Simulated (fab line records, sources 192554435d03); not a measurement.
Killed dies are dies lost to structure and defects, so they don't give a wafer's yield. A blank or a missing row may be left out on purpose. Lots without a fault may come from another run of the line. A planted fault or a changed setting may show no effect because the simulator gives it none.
A struck lot beside a sound one | flow n5_finfet | 14 steps out of a route of 1938
Sound: wafers L563.4, L563.5, L563.6. Struck: wafers L566.1, L566.5, L566.6. The cause comes at the end.
At each step with rows: each side's tool, then ch and its chambers, then its first start. Under that, the readings that differ: sound wafers | struck wafers | difference of the means | sigmas: that difference in standard deviations of wafers without a fault.
alike: readings whose means differ by less than 2 such deviations, and words and numbers that are the same on both sides. not compared: withheld readings, readings that some wafer has no value for, bounds like >300 that may hide the same value, and numbers for which the record gives no deviation and whose values overlap.
The two part at a step that has a row with sigmas, a row that says differs or no value, or rows on one side only. Numbers that don't overlap but have no deviation are shown without sigmas and don't part them. A reading that every wafer of one side lacks parts them only if that side has two wafers or more.

first, 1 step without rows for these wafers: N5_BEOL_M3_STRIP_75 (strips in N2/H2).
N5_BEOL_M3_STRIP_66: strips in CF4.
  sound on rie_diel-06 ch 0,1,3, day 7 08:01; struck on rie_diel-03 ch 0,2, day 8 01:05
  alike: bias_power_w, drypump_motor_current_A, oes_product_au, rf_vpp_V, showerhead_plenum_p_Torr, throttle_valve_pct
  not compared: rf_hours_counter_h
N5_BEOL_M3_HM_OPEN_17: chemistry Cl2/BCl3, target TiN, target depth 20 nm, overetch 6 nm.
  sound on rie_metal-02 ch 0,1, day 7 08:07; struck on rie_metal-01 ch 0,1, day 8 01:07
  alike: drypump_motor_current_A, mfc_ar_sccm, mfc_cl2_sccm, oes_product_au, throttle_valve_pct
  not compared: rf_hours_counter_h
N5_BEOL_M3_STRIP_19: strips in O2.
  sound on rie_diel-05 ch 0,2,3, day 7 08:12; struck on rie_diel-03 ch 0,3, day 8 01:14
  alike: drypump_motor_current_A, oes_product_au, rf_vpp_V, showerhead_plenum_p_Torr, throttle_valve_pct
  not compared: rf_hours_counter_h
N5_BEOL_M3_CD_MEAS_18: pitch 36 nm, target cd 18 nm.
  sound on cd_sem-01, day 7 08:16; struck on cd_sem-01, day 8 01:18
  alike: cd_nm
then, 7 steps without rows for these wafers: N5_BEOL_M3_COAT_67 (time 60 s, resist thk 60 nm); N5_BEOL_M3_COAT_68 (time 60 s, resist thk 12 nm); N5_BEOL_M3_COAT_76 (time 60 s, resist thk 5 nm); N5_BEOL_M3_COAT_22 (resist thk 30 nm); N5_BEOL_M3_EBR_24; N5_BEOL_M3_SOFTBAKE_23 (time 60 s); N5_BEOL_M3_EXPOSE_25 (exposes mask V2, defocus 5 nm).
N5_BEOL_M3_PEB_26: peb time 60 s.
  sound on litho_track-02 ch 0, day 7 08:32; struck on litho_track-04, day 8 01:43
  no value came back on the struck wafers for chill_plate_temp_C (C), exhaust_pa (Pa); on the sound wafers chill_plate_temp_C (C) reads 22.86 23.02 23.00
then, 1 step without rows for these wafers: N5_BEOL_M3_DEVELOP_27 (develop time 30 s).

WHERE THEY PART
Only at N5_BEOL_M3_PEB_26, within this record.

WHY: what the simulator had put in
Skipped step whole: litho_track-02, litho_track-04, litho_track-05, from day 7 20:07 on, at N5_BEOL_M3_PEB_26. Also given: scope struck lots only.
